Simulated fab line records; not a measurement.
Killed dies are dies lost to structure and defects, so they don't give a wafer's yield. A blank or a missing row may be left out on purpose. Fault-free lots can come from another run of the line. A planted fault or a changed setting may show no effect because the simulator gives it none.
Matching of chambers || flow n5 finfet || 4 sister chambers for N5_MOL_CONTACT_COAG_ETCH_89 on rie diel-02
The step etches underlayer in N2/H2, target depth 13 nm, time 10.4 s. 16 wafers are shown with their chamber, then 8 later ones without.

== WAFERS, EACH WITH ITS CHAMBER ==
{"wafer": "L078.2", "chamber": 3, "drypump motor current A (A)": 5.9, "throttle valve pct (%)": 17.95, "showerhead plenum p Torr (Torr)": 2.51}
{"wafer": "L078.3", "chamber": 1, "drypump motor current A (A)": 5.9, "throttle valve pct (%)": 18.07, "showerhead plenum p Torr (Torr)": 2.48}
{"wafer": "L078.6", "chamber": 2, "drypump motor current A (A)": 5.8, "throttle valve pct (%)": 17.91, "showerhead plenum p Torr (Torr)": 2.59}
{"wafer": "L083.1", "chamber": 0, "drypump motor current A (A)": 5.3, "throttle valve pct (%)": 18.38, "showerhead plenum p Torr (Torr)": 2.54}
{"wafer": "L083.4", "chamber": 1, "drypump motor current A (A)": 5.9, "throttle valve pct (%)": 18.09, "showerhead plenum p Torr (Torr)": 2.48}
{"wafer": "L083.6", "chamber": 2, "drypump motor current A (A)": 5.7, "throttle valve pct (%)": 17.91, "showerhead plenum p Torr (Torr)": 2.58}
{"wafer": "L084.1", "chamber": 0, "drypump motor current A (A)": 5.3, "throttle valve pct (%)": 18.38, "showerhead plenum p Torr (Torr)": 2.54}
{"wafer": "L084.4", "chamber": 2, "drypump motor current A (A)": 5.8, "throttle valve pct (%)": 17.92, "showerhead plenum p Torr (Torr)": 2.58}
{"wafer": "L084.6", "chamber": 1, "drypump motor current A (A)": 5.9, "throttle valve pct (%)": 18.08, "showerhead plenum p Torr (Torr)": 2.48}
{"wafer": "L085.1", "chamber": 2, "drypump motor current A (A)": 5.7, "throttle valve pct (%)": 17.92, "showerhead plenum p Torr (Torr)": 2.58}
{"wafer": "L085.2", "chamber": 3, "drypump motor current A (A)": 5.9, "throttle valve pct (%)": 17.97, "showerhead plenum p Torr (Torr)": 2.50}
{"wafer": "L085.3", "chamber": 0, "drypump motor current A (A)": 5.3, "throttle valve pct (%)": 18.40, "showerhead plenum p Torr (Torr)": 2.54}
{"wafer": "L087.1", "chamber": 3, "drypump motor current A (A)": 5.9, "throttle valve pct (%)": 18.00, "showerhead plenum p Torr (Torr)": 2.50}
{"wafer": "L087.3", "chamber": 0, "drypump motor current A (A)": 5.3, "throttle valve pct (%)": 18.38, "showerhead plenum p Torr (Torr)": 2.54}
{"wafer": "L087.5", "chamber": 0, "drypump motor current A (A)": 5.3, "throttle valve pct (%)": 18.39, "showerhead plenum p Torr (Torr)": 2.54}
{"wafer": "L088.1", "chamber": 1, "drypump motor current A (A)": 5.9, "throttle valve pct (%)": 18.10, "showerhead plenum p Torr (Torr)": 2.47}

SIGNATURES (means of the wafers above)
{"reading": "drypump motor current A", "chamber 0": 5.300, "chamber 1": 5.900, "chamber 2": 5.750, "chamber 3": 5.900, "scatter within a chamber": 0.0289}
{"reading": "throttle valve pct", "chamber 0": 18.3860, "chamber 1": 18.0850, "chamber 2": 17.9150, "chamber 3": 17.9733, "scatter within a chamber": 0.0135}
{"reading": "showerhead plenum p Torr", "chamber 0": 2.5400, "chamber 1": 2.4775, "chamber 2": 2.5825, "chamber 3": 2.5033, "scatter within a chamber": 0.00425}
Rule: distance of a wafer from a chamber = root of the sum over the readings of ((wafer's reading minus chamber's mean) / reading's scatter) squared. If the next closest chamber is less than 2 further off than the closest, the wafer can't be placed; otherwise it belongs to the closest. The scatter is the square root of a quotient: the sum, over the shown wafers, of each reading's squared deviation from its chamber's mean, divided by wafers minus chambers.

== WAFERS WITH NO CHAMBER GIVEN ==
{"wafer": "L088.4", "drypump motor current A (A)": 5.7, "throttle valve pct (%)": 17.93, "showerhead plenum p Torr (Torr)": 2.58}
{"wafer": "L088.5", "drypump motor current A (A)": 5.9, "throttle valve pct (%)": 17.97, "showerhead plenum p Torr (Torr)": 2.50}
{"wafer": "L094.3", "drypump motor current A (A)": 5.9, "throttle valve pct (%)": 18.14, "showerhead plenum p Torr (Torr)": 2.47}
{"wafer": "L094.4", "drypump motor current A (A)": 5.9, "throttle valve pct (%)": 18.00, "showerhead plenum p Torr (Torr)": 2.50}
{"wafer": "L094.6", "drypump motor current A (A)": 5.9, "throttle valve pct (%)": 18.12, "showerhead plenum p Torr (Torr)": 2.47}
{"wafer": "L096.3", "drypump motor current A (A)": 5.8, "throttle valve pct (%)": 18.14, "showerhead plenum p Torr (Torr)": 2.46}
{"wafer": "L096.5", "drypump motor current A (A)": 5.9, "throttle valve pct (%)": 18.14, "showerhead plenum p Torr (Torr)": 2.47}
{"wafer": "L096.6", "drypump motor current A (A)": 5.9, "throttle valve pct (%)": 18.02, "showerhead plenum p Torr (Torr)": 2.49}

== CHAMBER TAKEN BY EACH ==
{"wafer": "L088.4", "from the rows above": 2, "in truth": 2}
{"wafer": "L088.5", "from the rows above": 3, "in truth": 3}
{"wafer": "L094.3", "from the rows above": 1, "in truth": 1}
{"wafer": "L094.4", "from the rows above": 3, "in truth": 3}
{"wafer": "L094.6", "from the rows above": 1, "in truth": 1}
{"wafer": "L096.3", "from the rows above": 1, "in truth": 1}
{"wafer": "L096.5", "from the rows above": 1, "in truth": 1}
{"wafer": "L096.6", "from the rows above": "can't be placed: 3 or 1", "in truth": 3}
Placed correctly: 7 of 8. Can't be placed from these rows: 1 (the true chamber is among the candidates in 1). 0 placed wrongly.
